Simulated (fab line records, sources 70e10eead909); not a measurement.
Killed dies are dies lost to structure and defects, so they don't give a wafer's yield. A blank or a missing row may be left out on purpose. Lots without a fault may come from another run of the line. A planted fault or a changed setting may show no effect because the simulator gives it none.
fab line records | flow nand_harc
record lots=6 wafers=18 last_day=24
route steps=1159 shown A_CONTACT@889 END@1159
lots that met no fault: from a run of the same line without faults
start_h: hours from the record's first day to the start of the lot's first wafer shown | wait_h: hours since the lot's step before | " the same as in the row above | L1.1+2: a row that stands for several wafers | - no value, or no start given | * or withheld: withheld | < > ~ a bound
route shown NAME@n: a module of which the file shows steps, and the number in the route of the first | usual: mean/standard deviation of fault-free wafers | same: alike in all rows | chamber/n: place in a boat | sites: the reading at each site | _std_site: their standard deviation | _edge_site: outer sites' mean less inner sites' | radius_mm: how far each site lies from the wafer's centre | mask NAME#n: copy n | behind: the tool/chamber that last shaped the wafer | hold: why the lot was held/for how many hours/how that ended | device: the transistor (n, p or np) that didn't switch | end of line: the same wafers' tests at the end of the route | a step without rows: its recipe alone | killed: dies lost to structure and defects at the first sort, not the wafer's yield | map: a wafer's dies, x killed, . not, _ none there
set.NAME: the setting as run; set.NAME@STEP: as run at that earlier step | model.NAME: the simulator's own value behind a step, which no gauge read
lots at some steps of the route; a table a step, a row a wafer
services: from which hour (start_h, from the record's first day; less than 0 if before it) a tool's chamber was out of use, for how many hours, and why
## steps
# step NHARC_A_CONTACT_COAT_62
# recipe temp_c=225 time_s=65
# step NHARC_A_CONTACT_COAT_63
# recipe spin_rpm=1500 resist_thk_nm=90
# step NHARC_A_CONTACT_SOFTBAKE_64
# recipe temp_c=105 time_s=55
# step NHARC_A_CONTACT_EBR_65
# step NHARC_A_CONTACT_EXPOSE_66
# recipe na=1.35 sigma_outer=0.8 dose_mj=59.02 mask_id=A_CC_2
# step NHARC_A_CONTACT_PEB_67
# recipe peb_temp_c=100 peb_time_s=65
# step NHARC_A_CONTACT_DEVELOP_68
# recipe develop_time_s=35 dev_temp_c=23
# step NHARC_A_CONTACT_CD_MEAS_69
# recipe target_cd_nm=200 landing_energy_ev=500
# usual cd_nm=200.0/0.64
# columns lot.wafer tool chamber start_h wait_h cd_nm
L117.2 cd_sem-03 0 386.30 - 199.7
L117.5 " 0 " " 199.2
L117.6 " 0 " " 199.3
L119.2 cd_sem-01 0 415.37 - 200.2
L119.3 " 0 " " 199.5
L119.4 " 0 " " 199.4
L121.2 cd_sem-03 0 426.27 - 199.0
L121.3 " 0 " " 198.9
L121.4 " 0 " " 198.4
L128.3 cd_sem-01 0 465.56 - 200.1
L128.5 " 0 " " 200.3
L128.6 " 0 " " 199.8
L132.2 cd_sem-01 0 490.69 - 200.6
L132.5 " 0 " " 200.6
L132.6 " 0 " " 201.2
L135.1 cd_sem-01 0 506.62 - 199.5
L135.2 " 0 " " 200.1
L135.4 " 0 " " 200.8
# step NHARC_A_CONTACT_OVL_MEAS_70
# usual overlay_x_nm=0.1/0.75 overlay_y_nm=0.1/0.72
# columns lot.wafer tool chamber start_h wait_h overlay_x_nm overlay_y_nm
L117.2 overlay-02 - 386.39 - 1.6 -0.3
L117.5 " - " " 2.2 -0.2
L117.6 " - " " 1.2 -0.3
L119.2 overlay-01 - 415.46 - 0.4 -0.4
L119.3 " - " " 0.3 -0.2
L119.4 " - " " 0.6 -0.2
L121.2 overlay-01 - 426.35 - 0.7 -0.7
L121.3 " - " " 0.6 -0.6
L121.4 " - " " 0.3 -0.9
L128.3 overlay-02 - 465.65 - -0.6 -0.4
L128.5 " - " " -0.4 -0.4
L128.6 " - " " -0.4 -0.2
L132.2 overlay-02 - 490.78 - -1.0 0.3
L132.5 " - " " -0.4 -0.3
L132.6 " - " " -0.5 0.0
L135.1 overlay-02 - 506.71 - 0.7 0.6
L135.2 " - " " 0.2 0.2
L135.4 " - " " -0.3 0.8
# step NHARC_A_CONTACT_INSPECT_71
# usual raw_defect_count=29/16
# columns lot.wafer tool chamber start_h wait_h raw_defect_count
L117.2 defect_inspect-01 - 386.42 0.0 29
L117.5 " - " " 36
L117.6 " - " " 27
L119.2 defect_inspect-01 - 415.49 0.0 9
L119.3 " - " " 3
L119.4 " - " " 10
L121.2 defect_inspect-01 - 426.39 0.0 11
L121.3 " - " " 9
L121.4 " - " " 20
L128.3 defect_inspect-01 - 465.69 0.0 15
L128.5 " - " " 11
L128.6 " - " " 8
L132.2 defect_inspect-02 - 490.81 0.0 34
L132.5 " - " " 38
L132.6 " - " " 32
L135.1 defect_inspect-02 - 506.74 0.0 23
L135.2 " - " " 10
L135.4 " - " " 17
# step NHARC_A_CONTACT_DESCUM_74
# recipe time_s=3 o2_flow_sccm=200 ar_flow_sccm=0 bias_power_w=0 chemistry=O2
# usual chamber_pressure_mTorr=60.00/0.053 drypump_motor_current_A=5.53/0.28 mfc_ar_sccm=0.007/0.0079 oes_product_au=1.004/0.011 rf_vpp_V=57.8/0.87 showerhead_plenum_p_Torr=1.93/0.082 throttle_valve_pct=11.310/0.0092
# columns lot.wafer tool chamber start_h wait_h chamber_pressure_mTorr drypump_motor_current_A mfc_ar_sccm oes_product_au rf_hours_counter_h rf_vpp_V showerhead_plenum_p_Torr throttle_valve_pct
L117.2 rie_diel-11 0 386.50 0.1 59.98 5.61 0.026 1.002 3 57.3 1.77 11.308
L117.6 " 2 " " 59.96 5.83 0.004 1.010 - 58.3 2.01 11.298
L117.5 " 3 " " 59.91 5.69 0.013 1.000 - 58.0 1.86 11.298
L119.2 rie_diel-11 0 415.55 0.1 60.00 5.62 0.026 1.011 7 58.2 1.76 11.309
L119.3 " 2 " " 59.94 5.84 0.004 1.023 5 58.8 2.01 11.312
L119.4 " 3 " " 59.95 5.65 0.013 0.998 6 57.8 1.86 11.298
L121.4 rie_diel-11 2 426.45 0.1 59.96 5.86 0.004 1.019 7 58.0 2.01 11.312
L121.2 " 3 " " 59.97 5.64 0.013 0.999 7 56.8 1.86 11.335
L121.3 " 0 " " 60.05 5.61 0.026 1.003 8 55.9 1.76 11.305
L128.3 rie_diel-09 1 465.77 0.1 60.01 5.59 0 0.983 8 57.2 1.89 11.311
L128.6 " 2 " " 60.00 5.63 0 0.989 - 57.1 1.81 11.315
L128.5 " 3 " " 59.98 6.03 0.008 0.997 - 57.7 1.95 11.310
L132.2 rie_diel-01 2 490.89 0.1 59.95 5.68 0.011 1.003 60 56.7 1.94 11.311
L132.6 " 0 " " 60.04 5.55 0 1.006 - 57.6 1.89 11.307
L132.5 " 1 " " 60.01 5.61 0 0.998 - 59.4 2.03 11.318
L135.2 rie_diel-11 2 506.81 0.1 59.98 5.84 0.004 1.023 22 59.0 2.00 11.320
L135.1 " 0 " " 60.01 5.60 0.026 1.018 25 56.5 1.76 11.323
L135.4 " 1 " " 59.97 5.06 0 1.013 25 58.3 1.97 11.319
# step NHARC_A_CONTACT_ETCH_75
# recipe target_depth_a=390 over_etch_frac=0.3 time_s=65 ion_energy_ev=80 cf4_flow_sccm=150 ar_flow_sccm=0 rf_w=300 bias_w=100 chemistry=CF4
# usual bias_w=99.94/0.29 chamber_pressure_mTorr=49.99/0.043 drypump_motor_current_A=5.5/0.31 mfc_ar_sccm=0.007/0.0078 oes_product_au=1.004/0.0093 rf_vpp_V=151.4/1.2 run_length_s=86.4/0.55 showerhead_plenum_p_Torr=1.78/0.067 throttle_valve_pct=13.285/0.0091
# columns lot.wafer tool chamber start_h wait_h bias_w chamber_pressure_mTorr drypump_motor_current_A mfc_ar_sccm oes_product_au rf_hours_counter_h rf_vpp_V run_length_s showerhead_plenum_p_Torr throttle_valve_pct
L117.2 rie_diel-11 2 386.58 0.1 99.38 49.96 5.9 0.004 1.016 2 151.3 86.8 1.85 13.298
L117.5 " 0 " " 99.91 49.96 5.6 0.026 1.010 - 148.9 87.1 1.64 13.279
L117.6 " 1 " " 99.88 50.00 5.1 0 1.011 - 152.2 86.5 1.82 13.294
L119.3 rie_diel-11 1 415.64 0.1 100.26 50.04 5.0 0 1.013 6 150.6 86.6 1.82 13.285
L119.2 " 2 " " 100.24 49.95 5.9 0.004 1.014 5 152.2 86.9 1.85 13.291
L119.4 " 3 " " 99.69 50.00 5.7 0.013 0.995 6 150.4 86.3 1.73 13.279
L121.2 rie_diel-11 2 426.53 0.1 100.32 49.93 5.8 0.004 1.012 7 152.9 87.3 1.85 13.287
L121.3 " 3 " " 99.96 50.01 5.6 0.013 0.995 7 151.1 86.5 1.73 13.277
L121.4 " 0 " " 99.71 50.00 5.6 0.026 1.014 8 150.8 86.5 1.64 13.290
L128.3 rie_diel-09 2 465.88 0.1 100.35 50.00 5.6 0 0.996 8 151.1 86.3 1.68 13.291
L128.5 " 3 " " 99.78 50.01 6.0 0.008 0.991 - 151.4 85.2 1.80 13.265
L128.6 " 0 " " 100.54 49.97 4.9 0.013 1.006 - 149.5 86.3 1.71 13.292
L132.2 rie_diel-01 1 490.97 0.1 100.29 49.96 5.6 0 1.005 65 152.2 85.6 1.87 13.282
L132.5 " 3 " " 100.01 49.98 5.0 0.005 1.001 - 153.3 86.5 1.81 13.274
L132.6 " 0 " " 99.93 49.97 5.4 0 0.990 - 150.9 87.1 1.75 13.278
L135.2 rie_diel-11 1 506.89 0.1 100.05 49.96 5.1 0 1.018 25 151.4 86.8 1.82 13.266
L135.4 " 3 " " 99.23 50.05 5.7 0.013 0.999 24 150.7 86.0 1.72 13.287
L135.1 " 0 " " 99.42 50.08 5.6 0.026 1.016 25 149.4 86.9 1.64 13.273
# step NHARC_A_CONTACT_ETCH_76
# recipe target_depth_a=2600 over_etch_frac=0.3 time_s=475.3 ion_energy_ev=200 n2_flow_sccm=150 h2_flow_sccm=150 ar_flow_sccm=0 rf_w=400 bias_w=150 chemistry=N2/H2
# usual bias_w=150.0/0.46 chamber_pressure_mTorr=30.004/0.026 drypump_motor_current_A=5.50/0.29 mfc_ar_sccm=0.007/0.0085 oes_product_au=1.003/0.0099 rf_vpp_V=430.9/2.6 run_length_s=496.7/0.54 showerhead_plenum_p_Torr=2.05/0.092 throttle_valve_pct=14.171/0.0078
# columns lot.wafer tool chamber start_h wait_h bias_w chamber_pressure_mTorr drypump_motor_current_A mfc_ar_sccm oes_product_au rf_hours_counter_h rf_vpp_V run_length_s showerhead_plenum_p_Torr throttle_valve_pct
L117.2 rie_diel-11 1 386.70 - 149.3 30.027 5.05 0 1.008 3 432.5 496.7 2.11 14.176
L117.5 " 0 " " 149.2 30.051 5.63 0.026 1.012 - 426.7 497.3 1.88 14.172
L117.6 " 1 " " 149.9 30.017 5.08 0 1.001 - 432.6 496.7 2.11 14.169
L119.2 rie_diel-11 1 415.73 - 150.0 30.019 5.03 0 1.024 6 432.6 496.7 2.11 14.171
L119.3 " 2 " " 150.8 30.046 5.86 0.004 1.025 6 434.3 497.5 2.14 14.175
L119.4 " 0 " " - 30.054 5.63 0.026 1.026 7 425.7 367.1 1.88 14.189
L121.3 rie_diel-11 3 426.63 - 149.5 29.989 5.69 0.013 0.997 8 430.3 496.3 1.98 14.181
L121.4 " 1 " " - 29.982 5.04 0 1.006 7 432.6 367.0 2.11 14.161
L121.2 " 2 " " 150.9 29.981 5.85 0.004 1.016 7 432.8 497.5 2.14 14.166
L128.3 rie_diel-09 0 465.99 - 150.3 30.052 4.96 0.013 1.010 8 428.8 496.8 1.97 14.169
L128.6 " 3 " " 150.0 30.007 6.05 0.008 0.998 - 430.2 495.7 2.08 14.182
L128.5 " 0 " " 149.9 29.959 4.94 0.013 1.013 - 428.2 496.5 1.97 14.169
L132.2 rie_diel-01 0 491.15 - 150.7 30.004 5.49 0 0.999 61 431.1 497.3 2.01 14.172
L132.5 " 1 " " 150.8 29.998 5.65 0 1.002 - 435.9 496.2 2.17 14.171
L132.6 " 2 " " 148.8 29.964 5.69 0.011 0.995 - 430.0 495.9 2.07 14.169
L135.2 rie_diel-11 0 507.02 - 149.6 30.037 5.63 0.026 1.002 25 426.1 496.7 1.87 14.161
L135.4 " 2 " " 150.7 30.013 5.85 0.004 1.010 22 432.7 497.3 2.14 14.155
L135.1 " 3 " " 149.8 30.006 5.67 0.013 1.012 24 430.1 496.6 1.98 14.160
# step NHARC_A_CONTACT_ETCH_77
# recipe target_depth_a=726 time_s=36.3 cf4_flow_sccm=100 chf3_flow_sccm=30 ar_flow_sccm=0 rf_w=500 bias_w=200 chemistry=CF4/CHF3
# usual bias_w=200.0/0.68 chamber_pressure_mTorr=24.999/0.023 drypump_motor_current_A=5.5/0.3 mfc_ar_sccm=0.008/0.0084 oes_product_au=0.941/0.02 rf_vpp_V=371.0/2.2 run_length_s=57.7/0.54 showerhead_plenum_p_Torr=1.58/0.064 throttle_valve_pct=16.804/0.009
# columns lot.wafer tool chamber start_h wait_h bias_w chamber_pressure_mTorr drypump_motor_current_A mfc_ar_sccm oes_product_au rf_hours_counter_h rf_vpp_V run_length_s showerhead_plenum_p_Torr throttle_valve_pct
L117.2 rie_diel-11 2 - - 200.2 24.988 5.9 0.004 0.934 2 373.2 58.1 1.65 16.795
L117.5 " 3 " " 199.9 24.994 5.7 0.013 0.928 - 369.5 58.1 1.54 16.789
L117.6 " 0 " " 200.5 25.065 5.6 0.026 0.932 - 366.8 58.0 1.46 16.795
L119.2 rie_diel-11 0 - - 199.5 24.971 5.6 0.026 0.937 7 367.9 58.0 1.46 16.823
L119.4 " 2 " " 199.6 25.015 5.8 0.004 0.934 6 374.2 58.3 1.65 16.788
L119.3 " 3 " " 201.3 25.002 5.7 0.013 0.917 6 369.7 58.2 1.53 16.805
L121.3 rie_diel-11 2 - - 200.4 24.974 5.9 0.004 0.936 7 373.3 58.1 1.65 16.787
L121.4 " 3 " " 199.6 24.978 5.6 0.013 0.927 8 369.2 57.6 1.53 16.809
L121.2 " 0 " " 199.8 24.991 5.6 0.026 0.928 8 367.2 57.9 1.46 16.801
L128.3 rie_diel-09 0 - - 199.7 24.976 5.0 0.013 0.948 8 367.7 57.7 1.52 16.799
L128.5 " 3 " " 200.3 24.977 6.1 0.008 0.933 - 370.4 57.3 1.60 16.810
L128.6 " 0 " " 198.9 24.988 4.9 0.013 0.948 - 367.7 57.2 1.52 16.804
L132.2 rie_diel-01 3 - - 201.3 24.988 5.0 0.005 0.925 55 371.9 57.6 1.61 16.799
L132.6 " 1 " " 200.6 25.007 5.6 0 0.923 - 372.1 57.0 1.67 16.815
L132.5 " 2 " " 200.2 25.031 5.7 0.011 0.914 - 371.6 57.1 1.59 16.796
L135.2 rie_diel-11 2 - - 200.0 24.990 5.8 0.004 0.948 22 373.0 58.5 1.64 16.799
L135.4 " 3 " " 200.4 24.998 5.6 0.013 0.936 25 368.7 57.3 1.53 16.805
L135.1 " 0 " " 199.6 24.982 5.6 0.026 0.937 25 365.9 57.9 1.45 16.787
# step NHARC_END_SORT_01
# recipe temp_c=25
# usual killed_at_array=29/13 killed_at_other=0.7/1 killed_at_periphery=3.2/2.3 killed_dies=33/13 killed_open=3.3/1.7 killed_short=2.0/1.5
# same gross_dies=677
# columns lot.wafer tool chamber start_h wait_h killed_at_array killed_at_other killed_at_periphery killed_dies killed_open killed_short
L119.4 prober-01 0 481.00 3.4 573 0 3 576 3 2
L121.4 prober-02 0 497.28 3.4 560 1 8 569 3 4
# killed by level:class
L119.4 A_CONTACT:area_etch=556 A_STAIRCASE:chamber_film_flake=7 A_CONTACT:chamber_film_flake=4 A_CONTACT:geometric_particle:open=2 P_CONTACT:geometric_particle:open=1 P_M0:geometric_particle:short=1 A_WL_FILL:geometric_particle:short=1 P_ZERO_WELL:chamber_film_flake=1
L121.4 A_CONTACT:area_etch=544 A_CHANNEL_HOLE_D1:chamber_film_flake=7 A_STAIRCASE:chamber_film_flake=5 A_CHANNEL_HOLE_D1:geometric_particle:short=3 P_CONTACT:geometric_particle:open=2 P_ZERO_WELL:chamber_film_flake=2 P_STI:chamber_film_flake=2 P_CONTACT:geometric_particle:short=1
# map L119.4 (x killed, . not)
____________.____________
_________xx.x.xx_________
_______xxx.xxxxxxx_______
______xx.xxxxx.xxx.______
_____x.xxxxxxxxxxxxx_____
____xxxxxxx.xxxxx.xxx____
____xxxxxxxxxxxx.x..x____
___xxxxxxxxxxxxx...x..___
___xxx.xxxxxxxxxx.xx..___
__xxxx.xxxxxxxxxxxx.x..__
__xx.xxxxxxxxxxxxx.xxx.__
_xxxxxxxxxxxxxxxxxxxxxxx_
_xxxxxxxxxxxxxxxx.xxxx.._
_xxxxxxxxxx.xxxxxxx.x.xx_
_xxxxxxxxxxxx.xxxxxxx..x_
_xx.xxxxxxxxxxxxxxxxx.xx_
xxxxxxx.xxxxxxxxxxxxxx...
xxxxxxxxxxxxxxxxxxxxxxx..
xxxxxxxxxxxxx.xxxxxxxxxx.
xxxx..xxxxxxxxxxx..xxx...
xxxxxxxxxxxxxxxxxxxxxxxx.
_xxxxxxxxxxxx.xxxxx.xx.x_
_xxxxxxx.xxxxxxxxxx.xx.._
_xxxxxxxxxxxxxxx..xxxx.._
_.xxxxxxx.xxxxxxx.x.xxx._
_xx.xxxxxxxxxxx.xxxxxx.x_
__xxxxxxx.xxxxxxxxxx.xx__
__xxxxxxxxxxxxxxxx.xxx.__
___xxxxxxxxxx.xxxxxxx.___
___xxxx.xxxxxxxxxxx.x.___
____xxxxxx.xxxxxxxxxx____
____xx.xxxxxxxx...xxx____
_____xxxxxxxxx.x.xx._____
______x.xxxxxxxxxx.______
_______xx.xxx...xx_______
_________.xxxx.._________
____________x____________
# map L121.4 (x killed, . not)
____________x____________
_________xxxxxxx_________
_______xxxxxxxxxx._______
______.xxxxxxx.xx..______
_____xxxxxxxxx.xxxxx_____
____xxxxxxxxxxx.xxxxx____
____x.xxxxxxxxxxxxxx.____
___xxxxxxxxxxxx.xx.xxx___
___...x.xxxx.xxxxxxxx.___
__xxxxxx..xxxxxxxxxxxxx__
__xx.xxxxxx.xxxxxxxxxxx__
_x.x....xxxxxxxxxxxxxxxx_
_x.x.xx.xxxxxxxxxxxxx.xx_
_x.xxxxx.xxxxxxxxxxxxxxx_
_x.xxxxxxxxxxxxx.xxxx.xx_
_..xxx.xxxxxxxxxxxxxxxxx_
xx..xxxxxxxx.xxxxxxxxxxxx
x.x...xxxxxxxxxxxxxxxxxxx
x.xxxxxxxxxxx.xxxxxxxxxxx
x.xxxxxxxxxxxxxxxxxxxxxx.
x...xxxx.xxxxx.xxxxxx..xx
_..xxxx.xxxxxxxxxxxxxxxx_
_.x.xxxx.xxxxxxxxxxxxxxx_
_xxxxxxxxxxxxxxxxxxxxxxx_
_.xxxxxx.xxxxxxxxxx.xxxx_
_.x.xx.xxxxxxxxxxxxx.xx._
__..x.xxxxxxxxxxxxxxxxx__
__.x.xxxxxxxxx..xxxxxxx__
___xxx.xxx.xxxxxxxxxxx___
___.xx.xxxxxxxxxxxxxxx___
____..xxxxxxxxxxxxxxx____
____..xxxxxx..xxxxxx.____
_____.xx...x.xxx..xx_____
______..xxx..xxx...______
_______.xxxxxxxxx._______
_________xx.x.x._________
____________.____________
## services
# columns tool chamber start_h hours kind
rie_diel-11 - 367.16 9.0 pm
rie_diel-11 0 367.16 9.0 vent_cycle
rie_diel-11 1 367.16 9.0 vent_cycle
rie_diel-11 2 367.16 9.0 vent_cycle
rie_diel-11 3 367.16 9.0 vent_cycle
rie_diel-11 0 376.16 - clean
rie_diel-11 1 376.16 - clean
rie_diel-11 2 376.16 - clean
rie_diel-11 3 376.16 - clean
rie_diel-11 0 400.69 - clean
rie_diel-11 1 400.69 - clean
rie_diel-11 2 400.69 - clean
rie_diel-11 3 400.69 - clean
rie_diel-01 1 402.50 4.2 repair
rie_diel-11 0 425.19 - clean
rie_diel-11 1 425.19 - clean
rie_diel-11 2 425.19 - clean
rie_diel-01 0 427.90 15.1 repair
rie_diel-09 - 432.00 9.0 pm
rie_diel-01 3 436.30 5.6 repair
rie_diel-09 0 468.52 4.2 repair
rie_diel-01 2 468.70 7.5 repair
rie_diel-01 - 491.80 9.0 pm
rie_diel-11 0 495.03 1.5 repair
## key
first_sign step=NHARC_A_CONTACT_ETCH_76 reading=run_length_s direction=down sigmas=99+ usual=* struck=*
effect step=NHARC_END_SORT_01 reading=killed_at_array direction=up sigmas=42 usual=29 struck=566
more_kills_born_at NHARC_A_CONTACT_ETCH_76@rie_diel-11=1100
met_at NHARC_A_CONTACT_ETCH_76
struck_wafers L119.4,L121.4
later_rows_left_out L119.4,L121.4
tester_left_out L119,L121
onset_between 386.70 415.73
fault kind=process_parameter_drift tool=rie_diel-11 chamber=- onset_h=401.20 steps=NHARC_A_CONTACT_ETCH_76 channel=time_s offset=* shape=step end_h=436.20 scope=struck_wafers_only acts_in=* stated=*
# tester_left_out: of these lots the tester's yield and bins aren't shown, on N5 and GAA mostly nor the transistor test; their killed dies are dies lost to structure and defects alone, not to doping, threshold or leakage, so they don't give the yield
# later_rows_left_out: the simulator's readings of these wafers behind a module that went badly wrong aren't trusted and aren't shown, but for the sort
